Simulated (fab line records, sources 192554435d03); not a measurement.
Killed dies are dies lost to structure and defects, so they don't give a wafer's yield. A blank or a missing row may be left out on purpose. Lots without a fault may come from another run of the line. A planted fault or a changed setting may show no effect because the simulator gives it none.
fab line records | flow n5_finfet
record lots=3 wafers=9 last_day=16
route steps=1938 shown BEOL_M4@1099 BEOL_M5@1112 BEOL_M8@1336 PASSIVATION@1936
lots that met no fault: from a run of the same line without faults
start_h: hours from the record's first day to the start of the lot's first wafer shown | wait_h: hours since the lot's step before | " the same as in the row above | L1.1+2: a row that stands for several wafers | - no value, or no start given | * or withheld: withheld | < > ~ a bound
route shown NAME@n: a module of which the file shows steps, and the number in the route of the first | usual: mean/standard deviation of fault-free wafers | same: alike in all rows | chamber/n: place in a boat | sites: the reading at each site | _std_site: their standard deviation | _edge_site: outer sites' mean less inner sites' | radius_mm: how far each site lies from the wafer's centre | mask NAME#n: copy n | behind: the tool/chamber that last shaped the wafer | hold: why the lot was held/for how many hours/how that ended | device: the transistor (n, p or np) that didn't switch | end of line: the same wafers' tests at the end of the route | a step without rows: its recipe alone | killed: dies lost to structure and defects at the first sort, not the wafer's yield | map: a wafer's dies, x killed, . not, _ none there
set.NAME: the setting as run; set.NAME@STEP: as run at that earlier step | model.NAME: the simulator's own value behind a step, which no gauge read
lots at some steps of the route; a table a step, a row a wafer
services: from which hour (start_h, from the record's first day; less than 0 if before it) a tool's chamber was out of use, for how many hours, and why
## steps
# step N5_BEOL_M4_ANNEAL_95
# recipe temp_c=400 time_s=240 ambient=vacuum
# step N5_BEOL_M4_SPUTTER_96
# recipe material=Cu target_thk_a=45 temp_c=-20 chamber_pressure_pa=0.07 power_w=withheld time_s=8.29
# step N5_BEOL_M4_ECD_50
# recipe material=Cu target_thk_a=3000
# step N5_BEOL_M4_ANNEAL_51
# recipe temp_c=225 time_s=90 ambient=N2
# step N5_BEOL_M4_CMP_52
# recipe stop_on=SiOC t_overpolish_s=6.8 down_force_psi=1 platen_rpm=50 clearing_platen_down_force_psi=1.5 clearing_platen_rpm=50 post_cmp_clean=cu_alkaline target_thk_nm=40 clearing_platen_pad_velocity_m_s=0.99484 pad_velocity_m_s=0.99484
# step N5_BEOL_M4_PRE_CLEAN_60
# recipe gas=NH3/H2 time_s=15 temp_c=* rf_power_w=300
# step N5_BEOL_M4_CO_CAP_55
# recipe material=Co target_thk_a=20 temp_c=200 precursor=CCTBA/H2 pressure_torr=30 time_s=102.1
# step N5_BEOL_M4_PRE_CLEAN_56
# recipe gas=NH3 time_s=15 temp_c=withheld rf_power_w=300
# step N5_BEOL_M4_DEP_57
# recipe material=SiCN target_thk_a=80 temp_c=withheld precursor=3MS/NH3 pressure_torr=3 rf_w=202 time_s=14
# step N5_BEOL_M4_RC_MEAS_101
# usual DIBL_N=36.9/2.1 DIBL_P=37.1/2.5 IOFF_N=0.17/0.039 IOFF_P=0.23/0.043 ION_N=673/15 ION_P=462/9.1 SS_N=71.8/0.69 SS_P=73.6/0.74 VT_N=250/3.6 VT_P=-249.7/2.9
# columns lot.wafer tool chamber start_h wait_h DIBL_N[mV/V] DIBL_P[mV/V] IOFF_N[nA/um] IOFF_P[nA/um] ION_N[uA/um] ION_P[uA/um] SS_N[mV/dec] SS_P[mV/dec] VT_N[mV] VT_P[mV]
L154.1 prober-02 0 180.91 0.0 36.0 36.5 0.17 0.22 672 467 72.1 72.5 250 -250.1
L154.2 " 0 " " 34.6 35.6 0.14 0.20 663 459 71.0 72.8 253 -251.5
L154.6 " 0 " " 36.7 38.2 0.17 0.23 665 460 72.5 73.6 250 -249.4
L166.1 prober-01 0 257.49 0.0 37.7 38.6 0.18 0.25 681 471 71.3 73.1 248 -247.8
L166.2 " 0 " " 39.9 40.1 0.20 0.27 669 458 72.0 74.2 249 -248.6
L166.3 " 0 " " 35.8 35.0 0.14 0.19 671 467 70.7 73.1 253 -252.3
L173.1 prober-01 0 299.41 0.0 34.9 35.0 0.15 0.21 673 461 71.7 73.4 250 -247.6
L173.3 " 0 " " 37.7 37.8 0.22 0.28 680 468 72.5 74.2 245 -246.1
L173.6 " 0 " " 35.2 35.1 0.17 0.23 676 471 71.3 73.2 247 -246.1
# step N5_BEOL_M5_ILD_DEP_00
# recipe material=SiCOH_lowk target_thk_a=1406.4 temp_c=300 precursor=DEMS/porogen pressure_torr=5 rf_w=500 time_s=25.9
# step N5_BEOL_M5_CURE_79
# recipe temp_c=385 time_s=240 ambient=He/Ar material=SiCOH_lowk
# step N5_BEOL_M5_PECVD_70
# recipe material=SiO2 target_thk_a=160 temp_c=400 precursor=TEOS/O2 pressure_torr=5.5 rf_w=450 teos_flow_sccm=53.8 gas=O2 flow_sccm=3000 time_s=18
# step N5_BEOL_M5_HM_DEP_02
# recipe material=TiN target_thk_a=200 temp_c=25 chamber_pressure_pa=0.49996
# step N5_BEOL_M5_COAT_59
# recipe resist=SOC temp_c=250 time_s=60 spin_rpm=1500 resist_thk_nm=60
# step N5_BEOL_M5_COAT_60
# recipe resist=SiARC temp_c=220 time_s=60 spin_rpm=1500 resist_thk_nm=12
# step N5_BEOL_M5_COAT_71
# recipe resist=underlayer temp_c=205 time_s=60 spin_rpm=1500 resist_thk_nm=5
# step N5_BEOL_M5_COAT_05
# recipe resist=CAR-EUV spin_rpm=1500 resist_thk_nm=30
# step N5_BEOL_M5_EBR_07
# recipe solvent=PGMEA ebr_width_mm=1.5
# step N5_BEOL_M5_SOFTBAKE_06
# recipe temp_c=110 time_s=60 resist=CAR-EUV
# step N5_BEOL_M5_EXPOSE_08
# recipe mask_id=M5 na=0.33 source_shape=annular sigma_inner=0.4 sigma_outer=0.8 polarization=unpolarized target_cd_nm=28 dose_mj=35.75
# step N5_BEOL_M5_PEB_09
# recipe peb_temp_c=100 peb_time_s=60 resist=CAR-EUV
# step N5_BEOL_M5_DEVELOP_10
# recipe develop_time_s=30 developer=TMAH resist=CAR-EUV rinse_liquid=surfactant_rinse dry=air_spin dev_temp_c=23
# step N5_BEOL_M5_DESCUM_16
# recipe chemistry=O2 time_s=7 source_power_w=50 bias_power_w=20 pressure_mtorr=20 rf_frequency_hz=2.712e+07 temp_c=40 resist=CAR-EUV o2_flow_sccm=225
# step N5_BEOL_M5_ETCH_72
# recipe chemistry=N2/H2 target=underlayer target_depth_a=65 mask_material=CAR-EUV time_s=5.2 ion_energy_ev=200 pressure_mtorr=30 source_w=840 bias_w=150 n2_flow_sccm=200 h2_flow_sccm=200 ends=cleared
# step N5_BEOL_M5_ETCH_61
# recipe chemistry=CF4 target=SiARC target_depth_a=156 mask_material=CAR-EUV time_s=26 ion_energy_ev=80 pressure_mtorr=40 source_w=545 bias_w=36 Ar_flow_sccm=100 cf4_flow_sccm=100 ends=cleared
# step N5_BEOL_M5_ETCH_62
# recipe chemistry=N2/H2 target=SOC target_depth_a=750 overetch_a=150 mask_material=SiARC temp_c=40 time_s=112.5 ion_energy_ev=200 pressure_mtorr=30 source_w=840 bias_w=150 n2_flow_sccm=200 h2_flow_sccm=200
# step N5_BEOL_M5_STRIP_63
# recipe chemistry=N2/H2 temp_c=40 n2_flow_sccm=200 h2_flow_sccm=200 rf_frequency_hz=6e+07
# step N5_BEOL_M5_STRIP_73
# recipe chemistry=N2/H2 temp_c=40 n2_flow_sccm=200 h2_flow_sccm=200 rf_frequency_hz=6e+07
# step N5_BEOL_M5_STRIP_64
# recipe chemistry=CF4 resist=SiARC power_w=300 bias_power_w=75 pressure_mtorr=50 cf4_flow_sccm=150 rf_frequency_hz=6e+07
# step N5_BEOL_M5_HM_OPEN_17
# recipe chemistry=Cl2/BCl3 target_depth_a=200 overetch_a=60 target=TiN mask_material=SOC ion_energy_ev=150 pressure_mtorr=10 icp_w=1000 bias_w=126 Cl2_flow_sccm=53.25 bcl3_flow_sccm=21.75 Ar_flow_sccm=25
# step N5_BEOL_M5_STRIP_19
# recipe chemistry=O2 power_w=400 temp_c=40 pressure_mtorr=30 rf_frequency_hz=6e+07 bias_power_w=0 overash_fraction=0.2 o2_flow_sccm=225
# step N5_BEOL_M5_COAT_65
# recipe resist=SOC temp_c=250 time_s=60 spin_rpm=1500 resist_thk_nm=60
# step N5_BEOL_M5_COAT_66
# recipe resist=SiARC temp_c=220 time_s=60 spin_rpm=1500 resist_thk_nm=12
# step N5_BEOL_M8_HM_DEP_02
# recipe material=TiN target_thk_a=200 temp_c=25 chamber_pressure_pa=0.49996
# usual chamber_pressure_pa=0.5000/0.00097 throttle_valve_pct=29.5/0.91
# columns lot.wafer tool chamber start_h wait_h chamber_pressure_pa throttle_valve_pct model.TiN_of_BEOL_M8_HM_DEP_02.thk_nm
L154.1 pvd_sputter-01 - 210.52 0.5 0.4994 29.9 19.8
L154.2 " - " " 0.5012 27.6 19.6
L154.6 " - " " 0.4994 29.5 20.2
L166.1 pvd_sputter-01 - 288.85 0.5 0.5011 29.6 27.8
L166.2 " - " " 0.5000 27.5 19.6
L166.3 " - " " 0.4997 29.5 20.2
L173.1 pvd_sputter-03 - 325.29 0.1 0.4994 28.7 19.4
L173.3 " - " " 0.4996 30.4 20
L173.6 " - " " 0.4993 30.3 20
# step N5_BEOL_M8_HM_OPEN_17
# recipe chemistry=Cl2/BCl3 target_depth_a=200 overetch_a=60 target=TiN mask_material=SOC ion_energy_ev=150 pressure_mtorr=10 icp_w=1000 bias_w=126 Cl2_flow_sccm=53.25 bcl3_flow_sccm=21.75 Ar_flow_sccm=25
# usual drypump_motor_current_A=5.84/0.21 oes_product_au=0.67/0.035 throttle_valve_pct=22.2/0.38
# columns lot.wafer tool chamber start_h wait_h drypump_motor_current_A oes_product_au rf_hours_counter_h throttle_valve_pct model.etch.depth_nm
L154.1 rie_metal-03 1 211.50 0.0 5.83 0.68 39 22.3 19.88
L154.2 " 0 " " 5.82 0.64 55 22.0 19.64
L154.6 " 0 " " 5.81 0.65 - 22.0 20.3
L166.1 rie_metal-02 0 289.77 0.0 6.03 0.83 18 21.7 26.07
L166.2 " 1 " " 5.86 0.65 40 22.8 19.66
L166.3 " 1 " " 5.87 0.66 - 22.8 20.15
L173.1 rie_metal-01 1 326.21 0.0 5.29 0.59 68 22.3 19.49
L173.3 " 0 " " 5.95 0.65 - 21.8 20.01
L173.6 " 0 " " 5.95 0.65 - 21.8 20.08
# step N5_BEOL_M8_TRENCH_ETCH_37
# recipe chemistry=C4F6/O2 target_depth_a=934.78 target=SiCOH_lowk time_s=31.2 ion_energy_ev=250 pressure_mtorr=30 source_w=345 bias_w=185 Ar_flow_sccm=300 C4F6_flow_sccm=10 O2_flow_sccm=10
# usual drypump_motor_current_A=5.5/0.52 oes_product_au=0.80/0.085 rf_vpp_V=661/18 showerhead_plenum_p_Torr=2.82/0.066 throttle_valve_pct=20.98/0.2
# columns lot.wafer tool chamber start_h wait_h drypump_motor_current_A oes_product_au rf_hours_counter_h rf_vpp_V showerhead_plenum_p_Torr throttle_valve_pct model.TiN_of_BEOL_M8_HM_DEP_02.thk_nm
L154.1 rie_diel-05 1 - - 5.1 0.85 45 687 2.88 20.70 17.2
L154.2 " 2 " " 4.8 0.72 178 634 2.72 21.04 17
L154.6 " 1 " " 5.0 0.84 - 688 2.88 20.74 17.6
L166.1 rie_diel-06 2 - - 4.7 0.88 35 647 2.77 20.82 25.2
L166.2 " 0 " " 5.2 0.83 76 644 2.91 20.79 17
L166.3 " 3 " " 4.8 0.65 249 657 2.96 21.44 17.6
L173.1 rie_diel-05 2 - - 4.9 0.70 215 632 2.71 21.10 16.8
L173.3 " 0 " " 5.9 0.81 96 657 2.77 21.11 17.4
L173.6 " 2 " " 4.8 0.71 - 633 2.71 21.10 17.4
# step N5_BEOL_M8_OCD_MEAS_38
# usual trench_depth_nm=92.6/2.3
# columns lot.wafer tool chamber start_h wait_h trench_depth_nm
L154.1 ocd-01 - 213.01 - 93.6
L154.2 " - " " 93.8
L154.6 " - " " 93.5
L166.1 ocd-02 - 293.67 - 72.4
L166.2 " - " " 93.6
L166.3 " - " " 90.0
L173.1 ocd-01 - 328.22 - 93.9
L173.3 " - " " 94.1
L173.6 " - " " 94.7
# step N5_PASSIVATION_PROBE_49
# usual defect_limited_yield=91.3/1.4 killed_at_M0_to_M3=32/9.5 killed_at_M4_up=14/5.2 killed_at_contacts=13/5.7 killed_at_front_end=41/12 killed_at_other=3.5/2.6 killed_dies=103/17 killed_on_rim=14/4 killed_open=68/14 killed_short=32/7 sort_bin_5_function=5.0/0.91 sort_bin_6_memory=3.3/0.7 sort_n_pass=1076/17 sort_yield_pct=91.2/1.4
# same gross_dies=1180 killed_at_back_side=0 sort_bin_4_leakage[%]=0 sort_bin_8_speed[%]=0
# columns lot.wafer tool chamber start_h wait_h defect_limited_yield[%] killed_at_M0_to_M3 killed_at_M4_up killed_at_contacts killed_at_front_end killed_at_other killed_dies killed_on_rim killed_open killed_short sort_bin_5_function[%] sort_bin_6_memory[%] sort_n_pass sort_yield_pct[%]
L166.1 prober-02 - 359.24 0.0 70.7 35 248 17 41 5 346 84 74 34 25.6 3.1 834 70.7
L173.1 prober-02 - 390.68 0.0 91.4 32 5 16 40 9 102 12 69 33 5.4 2.9 1078 91.4
L173.3 prober-02 - 390.78 0.1 89.5 53 16 10 39 6 124 16 85 35 5.6 4.2 1056 89.5
L173.6 prober-02 - 390.93 0.3 90.2 43 8 18 43 4 116 20 87 29 5.5 3.9 1064 90.2
# killed by level:class
L166.1 BEOL_M8:area_open=238 MOL_CONTACT_COAG:geometric_particle:open=16 BEOL_M0_SAQP:geometric_particle:open=14 BEOL_M0_SAQP:geometric_particle:short=13 FIN_SAQP:geometric_particle:open=12 BEOL_M4:geometric_particle:open=8 GATE_CUT:geometric_particle:short=8 STI_FIN_REVEAL:geometric_particle:open=5
L173.1 MOL_CONTACT_COAG:geometric_particle:open=13 FIN_SAQP:geometric_particle:open=12 BEOL_M2:geometric_particle:open=11 BEOL_M3:geometric_particle:open=8 DUMMY_GATE:geometric_particle:open=7 BEOL_M0_SAQP:geometric_particle:short=6 FIN_SAQP:geometric_particle:short=5 ILD0:geometric_particle:short=3
L173.3 BEOL_M3:geometric_particle:open=15 BEOL_M0_SAQP:geometric_particle:short=12 MOL_CONTACT_COAG:geometric_particle:open=10 BEOL_M0_SAQP:geometric_particle:open=10 FIN_SAQP:geometric_particle:open=9 BEOL_M4:geometric_particle:open=8 DUMMY_GATE:geometric_particle:open=7 BEOL_M2:geometric_particle:open=7
L173.6 BEOL_M3:geometric_particle:open=17 MOL_CONTACT_COAG:geometric_particle:open=16 DUMMY_GATE:geometric_particle:open=9 FIN_SAQP:geometric_particle:open=8 GATE_CUT:geometric_particle:short=7 BEOL_M2:geometric_particle:open=7 BEOL_M4:geometric_particle:open=6 STI_FIN_REVEAL:geometric_particle:open=5
# map L166.1 (x killed, . not)
_________________xxx.x.x.xx..________________
______________xxxxxx......x...xx_____________
___________x..x.xx.xx......xx...x.x__________
__________....x..x.x....x.xx........_________
________xx.........x.x..............x._______
_______x.xx..........x........x........______
______xxxxx..........x......x..........._____
_____.xxx......x.x....x.......x.x.x..x...____
____xxx..xx.........xxx.................xx___
___xxxxxx.......xxx.xx.....................__
___xxx.xx..x...x...........................__
__xxxxxxxx.xx...x.......x..............xxx.x_
__.xx.x....x..................x.......xx.xx._
_xx.....x..........x............x......x.xx..
_x...x.xx......x....x.....xxx..........x..xx.
_x......x..x...xx............x...x......x....
_..x...x...xx...........x.......x......x.....
_.xxxx.xx.....................xx............x
_xx.xx.x.......x.............................
_xx..xx..x........x.x...x.....x..x......x....
_x.x...xxxx..xxxxx...xxx..x.......x..........
__......xxxxxxx......x.x..x.......x........x_
__x...x.xxxx.....x.x........................_
___..xxx.x.x..x................x...x.......__
___.x..xxxx.x.x..x...xxx....x..............__
____xx...xxxx..x.........x.............x.x___
_____xxxxxxx.xx......x.........x.........____
______x.x.x.....x....x.x....x.x..x....xx_____
_______xx.x.x.........x...x...xxx.xx...______
________xxxx.....x.x..xx...xxx..xx...x_______
__________xxx...xxxxx.xxx...x..x...._________
___________xxxxxxxxxxxxxxxxxx.xx...__________
______________xxxxxx.xxxxxxxxxxx_____________
_________________xxx..xxxxxxx________________
# map L154.1 (x killed, . not)
_________________.x..x..x....________________
______________....x............._____________
___________..x..........xx.........__________
__________.......x..........xx.....x_________
________x.....x.x....................._______
_______............x...x.........x.....______
______...........xx..x.................._____
_____.....x..............x..x............____
____...............................x......___
___.....x.....x...x..x......x.........x....__
___...................................x....__
__.....x........................x.........x._
__.............xx...................x......._
_...x.x.......................x..x..x.....x..
_..x.......x..x........x......x.....x....x...
_...x................................x.......
_.....x....x.....x.....x..............xx....x
_...x...............x....xx.....x............
_...............x................xx.x........
_.........x.......x..........xx........x.....
_....x.........x......x....................x.
__........x.....x..x..x...x..x....x.x.....x._
__x........x.........xx.......x............x_
___...x..x............x....xx..x.......x...__
___x........x..............x.......x.......__
____.x.....x.............x..x............x___
_____......x.........x................x..____
______....................xxx..........._____
_______...x......x.................x...______
________.x.......x................x..._______
__________...............x.....x...._________
___________....x...................__________
______________.........xx......._____________
_________________..x..x.....x________________
## services
# columns tool chamber start_h hours kind
rie_diel-06 - 223.44 14.6 pm
rie_metal-01 - 225.67 1.5 repair
rie_diel-05 - 229.22 0.1 repair
rie_diel-06 1 242.74 - clean
rie_diel-06 1 242.74 - consumable_replace:focus_ring
rie_diel-06 1 242.74 21.2 scheduled_down
rie_diel-06 1 242.74 21.2 vent_cycle
rie_metal-01 - 281.69 1.1 repair
rie_diel-06 3 296.00 - clean
rie_diel-06 3 296.00 - consumable_replace:focus_ring
rie_diel-06 3 296.00 26.2 scheduled_down
rie_diel-06 3 296.00 26.2 vent_cycle
rie_diel-05 3 321.96 - clean
rie_diel-05 3 321.96 - consumable_replace:focus_ring
rie_metal-03 0 323.04 36.5 repair
## key
first_sign step=N5_BEOL_M8_HM_OPEN_17 reading=oes_product_au direction=up sigmas=4.8 usual=0.67 struck=0.83
effect step=N5_BEOL_M8_OCD_MEAS_38 reading=trench_depth_nm direction=down sigmas=8.9 usual=92.6 struck=72.4
effect step=N5_PASSIVATION_PROBE_49 reading=killed_at_M4_up direction=up sigmas=45 usual=14 struck=248
model_effect step=N5_BEOL_M8_HM_DEP_02 value=TiN_of_BEOL_M8_HM_DEP_02.thk_nm without=20 struck=27.8
model_effect step=N5_BEOL_M8_HM_OPEN_17 value=etch.depth_nm without=20.09 struck=26.07
model_effect step=N5_BEOL_M8_TRENCH_ETCH_37 value=TiN_of_BEOL_M8_HM_DEP_02.thk_nm without=17.4 struck=25.2
more_kills_born_at N5_BEOL_M8_HM_OPEN_17@rie_metal-02=238
met_at N5_BEOL_M8_HM_DEP_02
struck_wafers L166.1
onset_between 210.52 288.85
fault kind=process_parameter_drift tool=pvd_sputter-01 chamber=- onset_h=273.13 steps=N5_BEOL_M8_HM_DEP_02 channel=target_thk_a offset=* shape=step end_h=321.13 scope=struck_wafers_only acts_in=* stated=*
